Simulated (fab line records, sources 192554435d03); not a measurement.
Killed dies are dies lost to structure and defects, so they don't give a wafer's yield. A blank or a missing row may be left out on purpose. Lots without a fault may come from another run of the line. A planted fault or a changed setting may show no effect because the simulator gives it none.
fab line records | flow n5_finfet
record lots=6 wafers=17 last_day=17
route steps=1938 shown GATE_CUT@478 BEOL_M4@1111 PASSIVATION@1936
lots that met no fault: from a run of the same line without faults
start_h: hours from the record's first day to the start of the lot's first wafer shown | wait_h: hours since the lot's step before | " the same as in the row above | L1.1+2: a row that stands for several wafers | - no value, or no start given | * or withheld: withheld | < > ~ a bound
route shown NAME@n: a module of which the file shows steps, and the number in the route of the first | usual: mean/standard deviation of fault-free wafers | same: alike in all rows | chamber/n: place in a boat | sites: the reading at each site | _std_site: their standard deviation | _edge_site: outer sites' mean less inner sites' | radius_mm: how far each site lies from the wafer's centre | mask NAME#n: copy n | behind: the tool/chamber that last shaped the wafer | hold: why the lot was held/for how many hours/how that ended | device: the transistor (n, p or np) that didn't switch | end of line: the same wafers' tests at the end of the route | a step without rows: its recipe alone | killed: dies lost to structure and defects at the first sort, not the wafer's yield | map: a wafer's dies, x killed, . not, _ none there
set.NAME: the setting as run; set.NAME@STEP: as run at that earlier step | model.NAME: the simulator's own value behind a step, which no gauge read
lots at some steps of the route; a table a step, a row a wafer
services: from which hour (start_h, from the record's first day; less than 0 if before it) a tool's chamber was out of use, for how many hours, and why
## steps
# step N5_GATE_CUT_COAT_34
# recipe resist=SOC temp_c=250 time_s=60 spin_rpm=1500 resist_thk_nm=60
# step N5_GATE_CUT_COAT_35
# recipe resist=SiARC temp_c=220 time_s=60 spin_rpm=1500 resist_thk_nm=10
# step N5_GATE_CUT_COAT_27
# recipe resist=underlayer temp_c=205 time_s=60 spin_rpm=1500 resist_thk_nm=10
# step N5_GATE_CUT_COAT_07
# recipe resist=CAR-EUV spin_rpm=1500 resist_thk_nm=30
# step N5_GATE_CUT_EBR_09
# recipe solvent=PGMEA ebr_width_mm=1.5
# step N5_GATE_CUT_SOFTBAKE_08
# recipe temp_c=110 time_s=60 resist=CAR-EUV
# step N5_GATE_CUT_EXPOSE_10
# recipe mask_id=GATE_CUT na=0.33 source_shape=annular sigma_inner=0.35 sigma_outer=0.8 polarization=unpolarized target_cd_nm=20 dose_mj=43.25
# step N5_GATE_CUT_PEB_11
# recipe peb_temp_c=100 peb_time_s=60 resist=CAR-EUV
# step N5_GATE_CUT_DEVELOP_12
# recipe develop_time_s=30 developer=TMAH resist=CAR-EUV rinse_liquid=surfactant_rinse dry=air_spin dev_temp_c=23
# step N5_GATE_CUT_CD_MEAS_13
# recipe target_cd_nm=20 landing_energy_ev=500 detector=se_inlens
# usual cd_nm=20.0/0.31
# columns lot.wafer tool chamber start_h wait_h cd_nm
L524.2 cd_sem-01 0 84.48 - 19.9
L524.3 " 0 " " 20.0
L524.6 " 0 " " 20.1
L526.1 cd_sem-03 0 98.03 - 20.1
L526.4 " 0 " " 19.8
L526.6 " 0 " " 20.2
L535.2 cd_sem-01 0 150.29 - 19.6
L535.5 " 0 " " 19.7
L536.1 cd_sem-03 0 154.67 - 20.2
L536.3 " 0 " " 19.6
L536.6 " 0 " " 20.1
L542.2 cd_sem-02 0 191.22 - 19.3
L542.3 " 0 " " 19.9
L542.5 " 0 " " 20.3
L546.3 cd_sem-01 0 222.20 - 20.4
L546.4 " 0 " " 20.5
L546.6 " 0 " " 20.5
# step N5_GATE_CUT_OVL_MEAS_14
# recipe points_per_wafer=522
# usual GATE_CUT_OVL=0.1/0.63
# same points_per_wafer=522
# columns lot.wafer tool chamber start_h wait_h GATE_CUT_OVL[nm]
L524.2 overlay-02 0 84.51 0.0 0.5
L524.3 " 0 " " 0.5
L524.6 " 0 " " 0.6
L526.1 overlay-01 0 98.06 0.0 0.8
L526.4 " 0 " " -0.5
L526.6 " 0 " " 0.5
L535.2 overlay-02 0 150.32 0.0 0.3
L535.5 " 0 " " 0.0
L536.1 overlay-01 0 154.70 0.0 0.3
L536.3 " 0 " " 0.8
L536.6 " 0 " " 1.5
L542.2 overlay-02 0 191.25 0.0 0.8
L542.3 " 0 " " 0.5
L542.5 " 0 " " 1.2
L546.3 overlay-02 0 222.24 0.0 0.2
L546.4 " 0 " " -0.4
L546.6 " 0 " " -1.4
# step N5_GATE_CUT_INSPECT_15
# recipe mode=adi inspect_instrument=brightfield
# usual raw_defect_count=119/37
# columns lot.wafer tool chamber start_h wait_h raw_defect_count
L524.2 defect_inspect-02 - 84.56 0.0 118
L524.3 " - " " 89
L524.6 " - " " 71
L526.1 defect_inspect-02 - 98.12 0.1 102
L526.4 " - " " 76
L526.6 " - " " 154
L535.2 defect_inspect-02 - 150.37 0.0 153
L535.5 " - " " 89
L536.1 defect_inspect-02 - 154.76 0.1 115
L536.3 " - " " 119
L536.6 " - " " 188
L542.2 defect_inspect-01 - 191.31 0.0 144
L542.3 " - " " 187
L542.5 " - " " 182
L546.3 defect_inspect-01 - 222.28 0.0 89
L546.4 " - " " 55
L546.6 " - " " 76
# step N5_GATE_CUT_DESCUM_18
# recipe chemistry=O2 time_s=7 source_power_w=50 bias_power_w=20 pressure_mtorr=20 rf_frequency_hz=2.712e+07 temp_c=40 resist=CAR-EUV o2_flow_sccm=225
# usual drypump_motor_current_A=5.7/0.32 oes_product_au=0.80/0.065 rf_vpp_V=243.0/1.4 showerhead_plenum_p_Torr=2.09/0.069 throttle_valve_pct=20.41/0.23
# columns lot.wafer tool chamber start_h wait_h drypump_motor_current_A oes_product_au rf_hours_counter_h rf_vpp_V showerhead_plenum_p_Torr throttle_valve_pct model.CAR-EUV_of_GATE_CUT_COAT_07.thk_nm
L524.2 rie_diel-03 1 84.71 0.1 5.3 0.84 77 244.1 2.11 20.10 26
L524.3 " 0 " " 5.7 0.92 15 246.0 2.21 20.54 26
L524.6 " 1 " " 5.4 0.84 - 243.8 2.11 20.09 26
L526.1 rie_diel-04 2 98.15 0.0 6.0 0.73 197 241.4 1.99 20.44 26
L526.4 " 0 " " 5.7 0.84 80 244.4 2.14 20.59 26
L526.6 " 0 " " 5.7 0.83 - 244.8 2.14 20.61 26.2
L535.2 rie_diel-04 3 150.54 0.2 5.1 0.79 113 243.2 2.09 19.93 27.6
L535.5 " 0 " " 5.8 0.82 - 241.2 2.14 20.62 26.2
L536.1 rie_diel-04 2 154.80 0.0 6.1 0.72 209 241.9 1.99 20.45 26.2
L536.3 " 0 " " 5.7 0.81 97 243.5 2.14 20.63 26.2
L536.6 " 3 " " 5.0 0.78 - 243.4 2.09 19.93 27.6
L542.2 rie_diel-03 1 191.34 0.0 5.4 0.81 109 243.6 2.10 20.16 26.2
L542.3 " 0 " " 5.7 0.86 48 246.1 2.20 20.58 26.2
L542.5 " 3 " " 5.9 0.70 - 243.5 2.07 20.61 26
L546.3 rie_diel-01 0 222.32 0.0 5.8 0.83 62 245.0 2.15 20.27 26.2
L546.4 " 1 " " 5.9 0.72 204 241.5 2.01 20.73 26.2
L546.6 " 3 " " 5.7 0.75 - 242.6 1.99 20.48 26.2
# step N5_GATE_CUT_ETCH_28
# recipe chemistry=N2/H2 target=underlayer target_depth_a=130 mask_material=CAR-EUV time_s=10.4 ion_energy_ev=200 pressure_mtorr=30 source_w=840 bias_w=150 n2_flow_sccm=200 h2_flow_sccm=200 ends=cleared
# usual drypump_motor_current_A=5.7/0.31 etch_rf_on_time_s=10.3/0.33 oes_product_au=0.69/0.056 rf_vpp_V=523.8/2.5 showerhead_plenum_p_Torr=2.54/0.079 throttle_valve_pct=17.79/0.26
# columns lot.wafer tool chamber start_h wait_h drypump_motor_current_A etch_rf_on_time_s oes_product_au rf_hours_counter_h rf_vpp_V showerhead_plenum_p_Torr throttle_valve_pct
L524.2 rie_diel-03 1 84.74 0.0 5.3 10.5 0.71 77 524.4 2.56 17.52
L524.3 " 0 " " 5.7 10.2 0.79 15 528.5 2.71 17.97
L524.6 " 1 " " 5.3 10.4 0.71 - 522.9 2.56 17.51
L526.1 rie_diel-04 2 98.18 0.0 6.1 10.2 0.61 197 520.0 2.43 18.03
L526.4 " 0 " " 5.7 10.1 0.71 80 524.8 2.55 17.65
L526.6 " 0 " " 5.7 10.1 0.71 - 523.6 2.55 17.63
L535.2 rie_diel-04 3 150.57 0.0 5.1 10.6 0.67 113 523.8 2.57 17.49
L535.5 " 0 " " 5.7 10.5 0.69 - 524.1 2.54 17.67
L536.1 rie_diel-04 0 154.83 0.0 5.7 10.5 0.68 97 524.9 2.54 17.69
L536.3 " 3 " " 5.0 10.7 0.67 114 523.9 2.57 17.51
L536.6 " 3 " " 5.0 10.7 0.67 - 525.7 2.57 17.50
L542.2 rie_diel-03 1 191.37 0.0 5.4 10.2 0.69 109 523.6 2.55 17.57
L542.3 " 0 " " 5.7 10.2 0.74 48 528.8 2.69 18.03
L542.5 " 3 " " 5.9 10.1 0.62 - 524.0 2.52 18.09
L546.3 rie_diel-01 0 222.35 0.0 5.8 10.7 0.71 62 526.2 2.59 17.63
L546.4 " 1 " " 5.9 10.0 0.63 204 519.7 2.44 18.28
L546.6 " 3 " " 5.7 10.7 0.64 - 520.7 2.43 18.01
# step N5_GATE_CUT_ETCH_36
# recipe chemistry=CF4 target=SiARC target_depth_a=130 mask_material=CAR-EUV time_s=21.7 ion_energy_ev=80 pressure_mtorr=40 source_w=545 bias_w=36 Ar_flow_sccm=100 cf4_flow_sccm=100 ends=cleared
# usual drypump_motor_current_A=5.7/0.32 etch_rf_on_time_s=21.6/0.66 oes_product_au=0.68/0.055 rf_vpp_V=184.1/1.1 showerhead_plenum_p_Torr=2.14/0.065 throttle_valve_pct=15.59/0.22
# columns lot.wafer tool chamber start_h wait_h drypump_motor_current_A etch_rf_on_time_s oes_product_au rf_hours_counter_h rf_vpp_V showerhead_plenum_p_Torr throttle_valve_pct model.CAR-EUV_of_GATE_CUT_COAT_07.thk_nm
L524.2 rie_diel-03 1 84.76 0.0 5.3 22.1 0.71 77 184.0 2.17 15.36 6.8
L524.3 " 0 " " 5.7 21.9 0.79 15 185.2 2.27 15.65 7
L524.6 " 1 " " 5.3 22.2 0.71 - 183.7 2.17 15.39 6.8
L526.1 rie_diel-04 2 98.20 0.0 6.1 20.9 0.62 197 182.9 2.05 15.77 6.8
L526.4 " 0 " " 5.7 21.1 0.71 80 183.4 2.16 15.60 6.8
L526.6 " 0 " " 5.7 21.0 0.71 - 184.9 2.16 15.58 7
L535.2 rie_diel-04 3 150.59 0.0 5.0 21.9 0.68 113 184.5 2.15 15.29 8.4
L535.5 " 0 " " 5.7 21.4 0.69 - 184.5 2.16 15.62 6.8
L536.1 rie_diel-04 0 154.85 0.0 5.7 21.7 0.68 97 184.4 2.16 15.61 6.8
L536.3 " 3 " " 5.0 22.2 0.67 114 185.6 2.15 15.29 7
L536.6 " 3 " " 5.0 22.4 0.67 - 184.1 2.15 15.29 8.4
L542.2 rie_diel-03 1 191.39 0.0 5.4 21.8 0.69 109 184.7 2.16 15.44 7.2
L542.3 " 0 " " 5.7 21.6 0.74 48 186.7 2.26 15.71 7.2
L542.5 " 3 " " 5.9 21.0 0.61 - 184.6 2.14 15.91 7
L546.3 rie_diel-01 0 222.37 0.0 5.8 22.8 0.70 62 184.9 2.19 15.41 7.2
L546.4 " 1 " " 5.9 21.1 0.62 204 183.4 2.05 15.83 7.2
L546.6 " 3 " " 5.7 22.4 0.64 - 181.7 2.06 15.81 7.2
# step N5_GATE_CUT_ETCH_37
# recipe chemistry=N2/H2 target=SOC target_depth_a=600 overetch_a=120 mask_material=SiARC temp_c=40 time_s=90 ion_energy_ev=200 pressure_mtorr=30 source_w=840 bias_w=150 n2_flow_sccm=200 h2_flow_sccm=200
# usual drypump_motor_current_A=5.7/0.31 oes_product_au=0.71/0.056 rf_vpp_V=523.7/2.4 showerhead_plenum_p_Torr=2.54/0.079 throttle_valve_pct=17.76/0.26
# same time_s=90
# columns lot.wafer tool chamber start_h wait_h drypump_motor_current_A oes_product_au rf_hours_counter_h rf_vpp_V showerhead_plenum_p_Torr throttle_valve_pct
L524.2 rie_diel-03 1 84.79 0.0 5.4 0.75 77 523.8 2.56 17.49
L524.3 " 0 " " 5.7 0.84 15 528.7 2.71 17.95
L524.6 " 1 " " 5.4 0.75 - 524.8 2.56 17.48
L526.1 rie_diel-04 2 98.23 0.0 6.1 0.64 197 519.8 2.43 18.02
L526.4 " 0 " " 5.7 0.73 80 525.3 2.55 17.60
L526.6 " 0 " " 5.7 0.73 - 525.0 2.55 17.60
L535.2 rie_diel-04 3 150.62 0.0 5.0 0.71 113 524.0 2.57 17.47
L535.5 " 0 " " 5.7 0.71 - 525.1 2.54 17.63
L536.1 rie_diel-04 0 154.88 0.0 5.8 0.71 97 523.9 2.54 17.64
L536.3 " 3 " " 5.0 0.71 114 524.9 2.57 17.46
L536.6 " 3 " " 5.0 0.71 - 524.8 2.57 17.46
L542.2 rie_diel-03 1 191.42 0.0 5.4 0.72 109 523.4 2.54 17.54
L542.3 " 0 " " 5.7 0.77 48 528.5 2.69 18.01
L542.5 " 3 " " 5.9 0.63 - 523.2 2.52 18.04
L546.3 rie_diel-01 0 222.40 0.0 5.8 0.75 62 523.9 2.59 17.60
L546.4 " 1 " " 5.9 0.63 204 521.2 2.44 18.24
L546.6 " 3 " " 5.7 0.68 - 520.8 2.43 17.99
# step N5_BEOL_M4_RC_MEAS_101
# usual DIBL_N=37.1/2.4 DIBL_P=37/3 IOFF_N=0.18/0.053 IOFF_P=0.21/0.05 ION_N=674/14 ION_P=459/9.2 SS_N=72.1/0.9 SS_P=73.4/0.89 VT_N=250/3.8 VT_P=-251/3.7
# columns lot.wafer tool chamber start_h wait_h DIBL_N[mV/V] DIBL_P[mV/V] IOFF_N[nA/um] IOFF_P[nA/um] ION_N[uA/um] ION_P[uA/um] SS_N[mV/dec] SS_P[mV/dec] VT_N[mV] VT_P[mV]
L524.2 prober-02 0 179.91 0.2 37.4 38 0.19 0.22 691 465 72.1 73.9 249 -254
L524.3 " 0 " " 37.5 37 0.17 0.20 665 455 72.8 73.7 253 -256
L524.6 " 0 " " 41.8 42 0.30 0.30 695 468 74.1 74.8 245 -249
L526.1 prober-02 0 200.22 0.0 36.9 37 0.16 0.23 679 464 71.0 73.8 253 -248
L526.4 " 0 " " 33.9 33 0.12 0.19 659 458 70.7 72.5 255 -251
L526.6 " 0 " " 36.2 36 0.15 0.21 664 457 72.4 73.2 252 -252
L535.2 prober-01 0 234.37 0.2 35.5 36 0.17 0.20 683 463 72.0 74.1 249 -250
L535.5 " 0 " " 38.3 37 0.21 0.21 674 466 73.2 73.6 247 -248
L536.1 prober-02 0 254.14 0.0 34.5 33 0.12 0.15 667 456 71.0 72.0 253 -258
L536.3 " 0 " " 36.3 37 0.17 0.20 675 456 71.9 73.2 248 -252
L536.6 " 0 " " 35.9 37 0.16 0.19 672 459 72.0 72.9 249 -252
L542.2 prober-01 0 280.71 0.2 43.0 45 0.32 0.38 703 473 73.5 75.2 244 -241
L542.3 " 0 " " 36.5 37 0.17 0.24 678 472 71.8 73.4 247 -246
L542.5 " 0 " " 40.2 42 0.27 0.33 698 474 72.7 74.8 241 -244
L546.3 prober-01 0 309.93 0.3 38.0 39 0.20 0.21 685 458 72.1 73.7 248 -254
L546.4 " 0 " " 35.8 35 0.15 0.16 662 443 71.5 73.2 253 -257
L546.6 " 0 " " 36.7 36 0.16 0.17 667 448 71.7 73.5 247 -257
# step N5_PASSIVATION_PROBE_49
# usual defect_limited_yield=91.6/1.4 killed_at_M0_to_M3=32/9.5 killed_at_M4_up=13/6 killed_at_contacts=12/5.6 killed_at_front_end=39/11 killed_at_other=2.8/2.3 killed_dies=99/16 killed_open=65/12 killed_short=32/7.6 sort_bin_4_leakage=0.1/0.88 sort_bin_5_function=4.8/0.88 sort_bin_6_memory=3.2/0.65 sort_n_pass=1077/29 sort_yield_pct=91.2/2.5
# same gross_dies=1180 killed_at_back_side=0 sort_bin_8_speed[%]=0
# columns lot.wafer tool chamber start_h wait_h defect_limited_yield[%] killed_at_M0_to_M3 killed_at_M4_up killed_at_contacts killed_at_front_end killed_at_other killed_dies killed_open killed_short sort_bin_4_leakage[%] sort_bin_5_function[%] sort_bin_6_memory[%] sort_n_pass sort_yield_pct[%]
L524.2 prober-02 - 299.51 0.1 90.4 51 7 24 28 3 113 77 33 0 6.4 3.1 1067 90.4
L524.3 prober-02 - 299.56 0.1 92.0 30 9 21 32 2 94 65 27 0 4.5 3.1 1086 92.0
L524.6 prober-02 - 299.71 0.3 89.8 48 13 22 34 3 120 69 48 0.6 5.3 4.5 1053 89.2
L526.1 prober-02 - 318.16 0.0 93.6 30 14 3 28 0 75 51 24 0 3.7 2.6 1105 93.6
L526.4 prober-02 - 318.31 0.2 90.6 27 21 16 47 0 111 74 37 0 5.8 3.3 1069 90.6
L526.6 prober-02 - 318.41 0.3 90.9 42 24 5 35 1 107 74 33 0 6.0 2.8 1073 90.9
L535.2 prober-02 - 337.32 0.1 89.3 45 19 13 47 2 126 85 37 0 6.5 3.5 1054 89.3
L535.5 prober-02 - 337.47 0.2 90.4 46 20 9 35 3 113 67 41 0 5.3 3.6 1067 90.4
L536.1 prober-02 - 368.62 0.0 91.7 33 9 12 43 1 98 69 27 0 5.0 3.1 1082 91.7
L536.3 prober-02 - 368.72 0.1 90.7 30 15 24 36 5 110 82 21 0 5.1 3.6 1070 90.7
L536.6 prober-02 - 368.87 0.3 89.7 41 17 18 43 3 122 68 40 0 4.9 4.3 1058 89.7
L542.2 prober-02 - 395.56 0.1 92.1 47 9 8 27 2 93 55 36 0.8 4.6 3.0 1077 91.3
L542.3 prober-02 - 395.61 0.1 89.3 49 20 15 42 0 126 83 38 0 6.2 3.8 1054 89.3
L542.5 prober-02 - 395.71 0.2 90.3 46 11 9 42 6 114 70 35 0.1 5.0 3.1 1065 90.3
L546.3 prober-01 - 419.04 0.1 92.9 20 21 11 31 1 84 42 40 0 4.4 2.5 1096 92.9
L546.4 prober-01 - 419.09 0.2 93.4 32 15 13 17 1 78 53 21 0 3.5 2.8 1102 93.4
L546.6 prober-01 - 419.19 0.3 90.8 28 32 20 25 4 109 73 35 0 5.5 3.5 1071 90.8
# killed by level:class
L524.2 MOL_CONTACT_COAG:geometric_particle:open=20 BEOL_M2:geometric_particle:open=15 BEOL_M1:geometric_particle:open=11 BEOL_M0_SAQP:geometric_particle:short=8 BEOL_M0_SAQP:geometric_particle:open=6 FIN_SAQP:geometric_particle:open=5 FIN_SAQP:geometric_particle:short=5 BEOL_M3:geometric_particle:open=5
L524.3 MOL_CONTACT_COAG:geometric_particle:open=16 BEOL_M0_SAQP:geometric_particle:short=9 STI_FIN_REVEAL:geometric_particle:open=8 BEOL_M0_SAQP:geometric_particle:open=8 FIN_SAQP:geometric_particle:open=5 MOL_CONTACT_COAG:geometric_particle:short=5 DUMMY_GATE:geometric_particle:open=4 BEOL_M1:geometric_particle:open=4
L524.6 MOL_CONTACT_COAG:geometric_particle:open=13 MOL_CONTACT_COAG:geometric_particle:short=9 BEOL_M1:geometric_particle:open=9 BEOL_M1:geometric_particle:short=9 BEOL_M2:geometric_particle:open=9 FIN_SAQP:geometric_particle:open=8 BEOL_M0_SAQP:geometric_particle:open=7 BEOL_M0_SAQP:geometric_particle:short=6
L526.1 BEOL_M2:geometric_particle:open=10 BEOL_M3:geometric_particle:open=9 GATE_CUT:geometric_particle:short=7 BEOL_M4:geometric_particle:open=5 BEOL_M4:geometric_particle:short=5 DUMMY_GATE:geometric_particle:open=4 STARTING-WAFER:geometric_particle:open=4 FIN_SAQP:geometric_particle:open=3
L526.4 MOL_CONTACT_COAG:geometric_particle:open=15 FIN_SAQP:geometric_particle:open=9 BEOL_M2:geometric_particle:open=9 FIN_SAQP:geometric_particle:short=8 BEOL_M3:geometric_particle:open=8 GATE_CUT:geometric_particle:short=6 BEOL_M4:geometric_particle:open=6 STI_FIN_REVEAL:geometric_particle:open=5
L526.6 BEOL_M3:geometric_particle:open=14 FIN_SAQP:geometric_particle:short=10 BEOL_M4:geometric_particle:short=8 BEOL_M2:geometric_particle:open=7 BEOL_M4:geometric_particle:open=7 STI_FIN_REVEAL:geometric_particle:open=6 DUMMY_GATE:geometric_particle:open=6 BEOL_M0:geometric_particle:open=6
L535.2 FIN_SAQP:geometric_particle:open=13 BEOL_M4:geometric_particle:open=12 BEOL_M0_SAQP:geometric_particle:open=11 BEOL_M0_SAQP:geometric_particle:short=11 MOL_CONTACT_COAG:geometric_particle:open=10 BEOL_M2:geometric_particle:open=8 FIN_SAQP:geometric_particle:short=6 GATE_CUT:geometric_particle:short=6
L535.5 BEOL_M0_SAQP:geometric_particle:short=18 BEOL_M0_SAQP:geometric_particle:open=13 FIN_SAQP:geometric_particle:short=10 BEOL_M4:geometric_particle:open=9 FIN_SAQP:geometric_particle:open=7 MOL_CONTACT_COAG:geometric_particle:open=7 BEOL_M2:geometric_particle:open=5 BEOL_M0:geometric_particle:open=5
L536.1 STI_FIN_REVEAL:geometric_particle:open=14 MOL_CONTACT_COAG:geometric_particle:open=11 BEOL_M2:geometric_particle:open=8 BEOL_M3:geometric_particle:open=8 FIN_SAQP:geometric_particle:short=5 FIN_SAQP:geometric_particle:open=5 GATE_CUT:geometric_particle:short=4 BEOL_M0_SAQP:geometric_particle:short=4
L536.3 MOL_CONTACT_COAG:geometric_particle:open=18 STI_FIN_REVEAL:geometric_particle:open=17 BEOL_M2:geometric_particle:open=9 BEOL_M1:geometric_particle:open=8 BEOL_M4:geometric_particle:open=7 MOL_CONTACT_COAG:geometric_particle:short=6 HKMG_FIN:area_etch=5 FIN_SAQP:geometric_particle:open=3
L536.6 BEOL_M2:geometric_particle:open=12 MOL_CONTACT_COAG:geometric_particle:open=11 FIN_SAQP:geometric_particle:open=9 FIN_SAQP:geometric_particle:short=8 HKMG_FIN:area_etch=8 MOL_CONTACT_COAG:geometric_particle:short=7 BEOL_M1:geometric_particle:open=6 BEOL_M0_SAQP:geometric_particle:open=5
L542.2 BEOL_M0_SAQP:geometric_particle:open=11 BEOL_M0_SAQP:geometric_particle:short=8 DUMMY_GATE:geometric_particle:open=7 BEOL_M0:geometric_particle:open=7 BEOL_M1:geometric_particle:short=7 BEOL_M2:geometric_particle:open=7 DUMMY_GATE:geometric_particle:short=4 GATE_CUT:geometric_particle:short=4
L542.3 BEOL_M0_SAQP:geometric_particle:open=27 BEOL_M0_SAQP:geometric_particle:short=14 BEOL_M4:geometric_particle:open=10 MOL_CONTACT_COAG:geometric_particle:open=8 STI_FIN_REVEAL:geometric_particle:open=7 MOL_CONTACT_COAG:geometric_particle:short=7 FIN_SAQP:geometric_particle:open=6 FIN_SAQP:geometric_particle:short=6
L542.5 BEOL_M2:geometric_particle:open=14 BEOL_M0_SAQP:geometric_particle:short=12 DUMMY_GATE:geometric_particle:open=9 BEOL_M0_SAQP:geometric_particle:open=9 HKMG_FIN:area_etch=9 MOL_CONTACT_COAG:geometric_particle:open=7 BEOL_M1:geometric_particle:open=5 BEOL_M4:geometric_particle:open=5
L546.3 FIN_SAQP:geometric_particle:short=10 MOL_CONTACT_COAG:geometric_particle:open=8 FIN_SAQP:geometric_particle:open=7 BEOL_M0_SAQP:geometric_particle:short=7 BEOL_M4:geometric_particle:open=6 BEOL_M5:geometric_particle:short=5 BEOL_M1:geometric_particle:open=4 GATE_CUT:geometric_particle:short=4
L546.4 MOL_CONTACT_COAG:geometric_particle:open=11 BEOL_M4:geometric_particle:open=10 BEOL_M0_SAQP:geometric_particle:short=8 BEOL_M1:geometric_particle:open=6 BEOL_M0_SAQP:geometric_particle:open=5 BEOL_M3:geometric_particle:open=5 BEOL_M2:geometric_particle:open=4 FIN_SAQP:geometric_particle:open=3
L546.6 BEOL_M4:geometric_particle:open=17 MOL_CONTACT_COAG:geometric_particle:open=16 BEOL_M1:geometric_particle:open=8 DUMMY_GATE:geometric_particle:open=7 BEOL_M3:geometric_particle:open=6 BEOL_M3:geometric_particle:short=6 FIN_SAQP:geometric_particle:short=4 MOL_CONTACT_COAG:geometric_particle:short=4
## services
# columns tool chamber start_h hours kind
rie_diel-04 3 63.58 3.9 repair
rie_diel-01 3 74.90 5.1 repair
rie_diel-04 - 146.76 2.8 pm
rie_diel-04 2 163.49 3.9 repair
rie_diel-01 - 207.15 2.3 repair
## key
first_sign none at tools or gauges
model_effect step=N5_GATE_CUT_DESCUM_18 value=CAR-EUV_of_GATE_CUT_COAT_07.thk_nm without=26.2 struck=27.6
model_effect step=N5_GATE_CUT_ETCH_36 value=CAR-EUV_of_GATE_CUT_COAT_07.thk_nm without=7 struck=8.4
met_at N5_GATE_CUT_DESCUM_18
struck_wafers L535.2,L536.6
onset_between 98.15 150.54
fault kind=process_parameter_drift tool=rie_diel-04 chamber=- onset_h=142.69 steps=N5_GATE_CUT_DESCUM_18 channel=time_s offset=* shape=step end_h=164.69 scope=struck_wafers_only acts_in=* stated=*
